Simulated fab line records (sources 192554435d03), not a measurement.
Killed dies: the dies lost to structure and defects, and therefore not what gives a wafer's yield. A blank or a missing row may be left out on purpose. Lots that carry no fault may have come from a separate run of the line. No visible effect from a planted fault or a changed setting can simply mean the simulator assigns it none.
Split-lot study || flow n5 finfet || 21 wafers read from 7 lots, route of 1938 steps

SPLIT DETAILS
At N5_MOL_CONTACT_COAG_EXPOSE_37 (exposes mask VD, defocus 0 nm), the setting dose mj was moved away from the recipe's 62 on 10 of the 21 wafers read, by -5.6% to +4.7%. This setting was run at the recipe's value on the other wafers.

FROM THE SPLIT TO THE READING: what the file shows between them, 2 steps
- N5_MOL_CONTACT_COAG_PEB_38: peb time 60 s
- N5_MOL_CONTACT_COAG_DEVELOP_39: develop time 30 s

THE READING
cd nm (nm) at N5_MOL_CONTACT_COAG_CD_MEAS_40, where the cd target is 25.1 nm. Typical for fault-free wafers on this fab line: 25.14 nm, with standard deviation 0.23 nm.

{"wafer": "L074.1", "tool, chamber at the split": "euv scanner-01, 0", "dose mj as run": 62, "against the recipe": "recipe", "cd nm, nm": 24.92, "against lot-mates on the recipe": "-"}
{"wafer": "L074.2", "tool, chamber at the split": "euv scanner-01, 0", "dose mj as run": 62, "against the recipe": "recipe", "cd nm, nm": 24.84, "against lot-mates on the recipe": "-"}
{"wafer": "L074.5", "tool, chamber at the split": "euv scanner-01, 0", "dose mj as run": 62, "against the recipe": "recipe", "cd nm, nm": 25.02, "against lot-mates on the recipe": "-"}
{"wafer": "L082.2", "tool, chamber at the split": "euv scanner-02, 0", "dose mj as run": 58.53, "against the recipe": "-5.6%", "cd nm, nm": 23.92, "against lot-mates on the recipe": -0.99}
{"wafer": "L082.5", "tool, chamber at the split": "euv scanner-02, 0", "dose mj as run": 58.53, "against the recipe": "-5.6%", "cd nm, nm": 23.97, "against lot-mates on the recipe": -0.94}
{"wafer": "L082.6", "tool, chamber at the split": "euv scanner-02, 0", "dose mj as run": 62, "against the recipe": "recipe", "cd nm, nm": 24.91, "against lot-mates on the recipe": "-"}
{"wafer": "L084.4", "tool, chamber at the split": "euv scanner-01, 0", "dose mj as run": 60.04, "against the recipe": "-3.2%", "cd nm, nm": 24.64, "against lot-mates on the recipe": -0.76}
{"wafer": "L084.5", "tool, chamber at the split": "euv scanner-01, 0", "dose mj as run": 62, "against the recipe": "recipe", "cd nm, nm": 25.40, "against lot-mates on the recipe": "-"}
{"wafer": "L084.6", "tool, chamber at the split": "euv scanner-01, 0", "dose mj as run": 60.04, "against the recipe": "-3.2%", "cd nm, nm": 24.17, "against lot-mates on the recipe": -1.23}
{"wafer": "L086.1", "tool, chamber at the split": "euv scanner-02, 0", "dose mj as run": 62, "against the recipe": "recipe", "cd nm, nm": 25.27, "against lot-mates on the recipe": "-"}
{"wafer": "L086.4", "tool, chamber at the split": "euv scanner-02, 0", "dose mj as run": 60.52, "against the recipe": "-2.4%", "cd nm, nm": 24.44, "against lot-mates on the recipe": -0.83}
{"wafer": "L086.5", "tool, chamber at the split": "euv scanner-02, 0", "dose mj as run": 60.52, "against the recipe": "-2.4%", "cd nm, nm": 25.12, "against lot-mates on the recipe": -0.15}
{"wafer": "L091.1", "tool, chamber at the split": "euv scanner-02, 0", "dose mj as run": 60.15, "against the recipe": "-3.0%", "cd nm, nm": 24.96, "against lot-mates on the recipe": -0.47}
{"wafer": "L091.4", "tool, chamber at the split": "euv scanner-02, 0", "dose mj as run": 60.15, "against the recipe": "-3.0%", "cd nm, nm": 24.94, "against lot-mates on the recipe": -0.49}
{"wafer": "L091.5", "tool, chamber at the split": "euv scanner-02, 0", "dose mj as run": 62, "against the recipe": "recipe", "cd nm, nm": 25.43, "against lot-mates on the recipe": "-"}
{"wafer": "L092.3", "tool, chamber at the split": "euv scanner-01, 0", "dose mj as run": 58.56, "against the recipe": "-5.5%", "cd nm, nm": 24.30, "against lot-mates on the recipe": -0.71}
{"wafer": "L092.5", "tool, chamber at the split": "euv scanner-01, 0", "dose mj as run": 62, "against the recipe": "recipe", "cd nm, nm": 25.26, "against lot-mates on the recipe": "-"}
{"wafer": "L092.6", "tool, chamber at the split": "euv scanner-01, 0", "dose mj as run": 62, "against the recipe": "recipe", "cd nm, nm": 24.77, "against lot-mates on the recipe": "-"}
{"wafer": "L093.3", "tool, chamber at the split": "euv scanner-01, 0", "dose mj as run": 62, "against the recipe": "recipe", "cd nm, nm": 25.47, "against lot-mates on the recipe": "-"}
{"wafer": "L093.4", "tool, chamber at the split": "euv scanner-01, 0", "dose mj as run": 64.89, "against the recipe": "+4.7%", "cd nm, nm": 26.06, "against lot-mates on the recipe": "+0.62"}
{"wafer": "L093.6", "tool, chamber at the split": "euv scanner-01, 0", "dose mj as run": 62, "against the recipe": "recipe", "cd nm, nm": 25.41, "against lot-mates on the recipe": "-"}

FIT RESULTS
A straight line over all 21 wafers: cd nm changes by +0.188 nm for each +1% of dose mj; r = +0.87; the points scatter about the line by 0.28 nm.
The same after taking each lot's own level away (the mean of its wafers on the recipe; 21 wafers): +0.169 nm for each +1%; r = +0.89; scatter 0.22 nm.
On that fit, the largest move of dose mj shifts the reading by 0.94 nm.
The span of the lots' own levels, 24.910 to 25.440 nm, comes to 2.3 times the standard deviation stated above.
So the lot-to-lot level changes the slope: the two fits differ.
Check: for one of the wafers moved furthest among these (-5.6%), held out of the fit, the line's prediction against its lot-mates is -0.994 nm. Against them it came out at -0.99 nm.

THESE WAFERS: OTHER SPLITS
These wafers also went through other splits before the reading. Each is held against what the fit with the lots' levels taken away leaves over:
{"other split on the same wafers": "N5_MOL_CONTACT_COAG_EXPOSE_81 dose mj", "wafers away from the commonest value": 6, "r with cd nm (lot level and that fit taken away)": -0.25}

THE FILE'S OWN FIT
cd nm changes by +0.167 nm for each +1% of dose mj, r = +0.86.
